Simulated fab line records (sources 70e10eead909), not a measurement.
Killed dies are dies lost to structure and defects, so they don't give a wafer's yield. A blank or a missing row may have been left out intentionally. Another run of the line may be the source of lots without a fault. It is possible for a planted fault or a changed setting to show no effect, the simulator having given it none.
Matching of chambers    flow nand-harc    4 sister chambers for NHARC_A_STAIRCASE_ETCH_169 on rie-diel-03
The step etches the open film in CH3F/O2, target depth 50 nm, time 107.1 s. 7 wafers are shown with their chamber, then 9 later ones without.

## WAFERS, EACH WITH ITS CHAMBER
wafer   chamber  drypump-motor-current-A (A)  showerhead-plenum-p-Torr (Torr)
L079.2  1        6.1                          2.43
L085.3  2        4.8                          2.40
L085.4  0        5.3                          2.39
L085.6  3        5.6                          2.64
L087.2  1        6.1                          2.42
L087.3  2        4.8                          2.40
L087.6  3        5.7                          2.64

## WAFERS WITHOUT THEIR CHAMBER
wafer   drypump-motor-current-A (A)  showerhead-plenum-p-Torr (Torr)
L089.3  5.3                          2.38
L089.4  5.7                          2.63
L089.5  6.2                          2.41
L088.2  5.6                          2.63
L088.4  5.3                          2.38
L088.5  4.8                          2.40
L096.4  4.8                          2.38
L096.5  5.3                          2.37
L096.6  6.1                          2.40

## WHICH CHAMBER EACH ONE RAN IN
wafer   from the rows above  in truth
L089.3  0                    0
L089.4  3                    3
L089.5  1                    1
L088.2  3                    3
L088.4  0                    0
L088.5  2                    2
L096.4  2                    2
L096.5  0                    0
L096.6  1                    1
Correct placement for 9 of the 9. From these rows, 0 cannot be placed. Number placed wrongly: 0.
How it was worked out, from the rows above alone: a wafer's distance from a chamber is the root of the sum, over the readings, of the square of ((its reading less the chamber's mean) divided by the reading's scatter). If the next closest chamber is less than 2 further off than the closest, the wafer can't be placed; otherwise it belongs to the closest. Each chamber's mean is taken over the wafers shown for it. The scatter is the square root of a quotient: the sum, over the shown wafers, of each reading's squared deviation from its chamber's mean, divided by wafers minus chambers.
